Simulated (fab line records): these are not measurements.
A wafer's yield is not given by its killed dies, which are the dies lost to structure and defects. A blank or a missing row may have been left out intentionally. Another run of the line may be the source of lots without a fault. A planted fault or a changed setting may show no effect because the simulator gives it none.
Lot-split experiment || flow n5Finfet || 21 wafers read across 7 lots, on a route 1938 steps long

## ABOUT THE SPLIT
At N5_MOL_CONTACT_COAG_ETCH_110 (etches Si in CF4/O2, target depth 2.5 nm, time 8 s), the setting biasW was moved away from the recipe's 12 W on 6 of the 21 wafers read, by -17.9% to -6.4%. The other wafers ran this setting at the recipe's value.

Reading taken at the split's own step.

## THE READING
rfVppV, in V, at N5_MOL_CONTACT_COAG_ETCH_110 (etches Si in CF4/O2, target depth 2.5 nm, time 8 s). Fault-free wafers of this fab line usually give 128.0 V, standard deviation 1.2 V.

{"wafer": "L075.4", "tool, chamber at the split": "rieDiel-06, 1", "biasW as run, W": 10.25, "against the recipe": "-14.6%", "rfVppV, V": 110.8, "against lot-mates on the recipe": -17.1}
{"wafer": "L075.5", "tool, chamber at the split": "rieDiel-06, 3", "biasW as run, W": 12, "against the recipe": "recipe", "rfVppV, V": 127.8, "against lot-mates on the recipe": "-"}
{"wafer": "L075.6", "tool, chamber at the split": "rieDiel-06, 0", "biasW as run, W": 12, "against the recipe": "recipe", "rfVppV, V": 128.0, "against lot-mates on the recipe": "-"}
{"wafer": "L080.2", "tool, chamber at the split": "rieDiel-01, 2", "biasW as run, W": 9.855, "against the recipe": "-17.9%", "rfVppV, V": 108.9, "against lot-mates on the recipe": -19.4}
{"wafer": "L080.4", "tool, chamber at the split": "rieDiel-01, 3", "biasW as run, W": 12, "against the recipe": "recipe", "rfVppV, V": 127.8, "against lot-mates on the recipe": "-"}
{"wafer": "L080.6", "tool, chamber at the split": "rieDiel-01, 0", "biasW as run, W": 12, "against the recipe": "recipe", "rfVppV, V": 128.9, "against lot-mates on the recipe": "-"}
{"wafer": "L087.1", "tool, chamber at the split": "rieDiel-01, 1", "biasW as run, W": 12, "against the recipe": "recipe", "rfVppV, V": 129.3, "against lot-mates on the recipe": "-"}
{"wafer": "L087.2", "tool, chamber at the split": "rieDiel-01, 0", "biasW as run, W": 12, "against the recipe": "recipe", "rfVppV, V": 128.4, "against lot-mates on the recipe": "-"}
{"wafer": "L087.5", "tool, chamber at the split": "rieDiel-01, 0", "biasW as run, W": 12, "against the recipe": "recipe", "rfVppV, V": 129.2, "against lot-mates on the recipe": "-"}
{"wafer": "L091.1", "tool, chamber at the split": "rieDiel-03, 3", "biasW as run, W": 11.23, "against the recipe": "-6.4%", "rfVppV, V": 118.9, "against lot-mates on the recipe": -8.4}
{"wafer": "L091.3", "tool, chamber at the split": "rieDiel-03, 1", "biasW as run, W": 12, "against the recipe": "recipe", "rfVppV, V": 127.3, "against lot-mates on the recipe": "-"}
{"wafer": "L091.5", "tool, chamber at the split": "rieDiel-03, 2", "biasW as run, W": 11.23, "against the recipe": "-6.4%", "rfVppV, V": 120.8, "against lot-mates on the recipe": -6.5}
{"wafer": "L092.2", "tool, chamber at the split": "rieDiel-03, 2", "biasW as run, W": 12, "against the recipe": "recipe", "rfVppV, V": 127.8, "against lot-mates on the recipe": "-"}
{"wafer": "L092.3", "tool, chamber at the split": "rieDiel-03, 1", "biasW as run, W": 10.65, "against the recipe": "-11.2%", "rfVppV, V": 114.8, "against lot-mates on the recipe": -13.0}
{"wafer": "L092.4", "tool, chamber at the split": "rieDiel-03, 0", "biasW as run, W": 10.65, "against the recipe": "-11.2%", "rfVppV, V": 118.6, "against lot-mates on the recipe": -9.2}
{"wafer": "L095.1", "tool, chamber at the split": "rieDiel-01, 1", "biasW as run, W": 12, "against the recipe": "recipe", "rfVppV, V": 127.2, "against lot-mates on the recipe": "-"}
{"wafer": "L095.4", "tool, chamber at the split": "rieDiel-01, 0", "biasW as run, W": 12, "against the recipe": "recipe", "rfVppV, V": 128.7, "against lot-mates on the recipe": "-"}
{"wafer": "L095.6", "tool, chamber at the split": "rieDiel-01, 0", "biasW as run, W": 12, "against the recipe": "recipe", "rfVppV, V": 128.2, "against lot-mates on the recipe": "-"}
{"wafer": "L096.1", "tool, chamber at the split": "rieDiel-01, 2", "biasW as run, W": 12, "against the recipe": "recipe", "rfVppV, V": 129.5, "against lot-mates on the recipe": "-"}
{"wafer": "L096.2", "tool, chamber at the split": "rieDiel-01, 0", "biasW as run, W": 12, "against the recipe": "recipe", "rfVppV, V": 127.8, "against lot-mates on the recipe": "-"}
{"wafer": "L096.5", "tool, chamber at the split": "rieDiel-01, 2", "biasW as run, W": 12, "against the recipe": "recipe", "rfVppV, V": 130.3, "against lot-mates on the recipe": "-"}

THE FIT
A straight line over all 21 wafers: rfVppV changes by +1.12 V for each +1% of biasW; r = +0.98; the points scatter about the line by 1.2 V.
The same after taking each lot's own level away (the mean of its wafers on the recipe; 21 wafers): +1.09 V for each +1%; r = +0.99; scatter 1 V.
On that fit, the largest move of biasW shifts the reading by 19 V.
The span of the lots' own levels, 127.30 to 129.20 V, comes to 1.6 times the standard deviation stated above.
The two slopes are in agreement: the lot-to-lot level therefore moves the slope only a little.
Check: with one of the wafers moved furthest among these (-17.9%) left out of the fit, the line predicts -19.4 V for it against its lot-mates. Against them it came out at -19.4 V.
Tool readings at the split's step, against how far the setting was moved: rfVppV r = +0.98.

## THE OTHER SPLITS THESE WAFERS WENT THROUGH
Note: prior to the reading, these wafers also went through further splits. Each is held against what the fit with the lots' levels taken away leaves over:
{"other split on the same wafers": "N5_SDB_CUT_ETCH_26 biasW", "wafers away from the commonest value": "as run: not given for these wafers", "r with rfVppV (lot level and that fit taken away)": "-"}
{"other split on the same wafers": "N5_MOL_CONTACT_COAG_ETCH_106 sourceW", "wafers away from the commonest value": 6, "r with rfVppV (lot level and that fit taken away)": -0.11}

## THE WHOLE CHAIN: every reading that the file lists as answering this split, in the file's order
{"step": "N5_MOL_CONTACT_COAG_ETCH_110", "what it does": "etches Si in CF4/O2, target depth 2.5 nm, time 8 s", "reading": "rfVppV", "change (the file's fit)": "+1.1 V for each +1% of the setting", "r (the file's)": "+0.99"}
{"step": "N5_MOL_CONTACT_COAG_ETCH_110", "what it does": "etches Si in CF4/O2, target depth 2.5 nm, time 8 s", "reading": "etch.depthNm (the simulator's own value, which no gauge read)", "change (the file's fit)": "+0.0112 nm for each +1% of the setting", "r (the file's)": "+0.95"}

## THE FILE'S OWN FIT
rfVppV changes by +1.1 V for each +1% of biasW, r = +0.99.
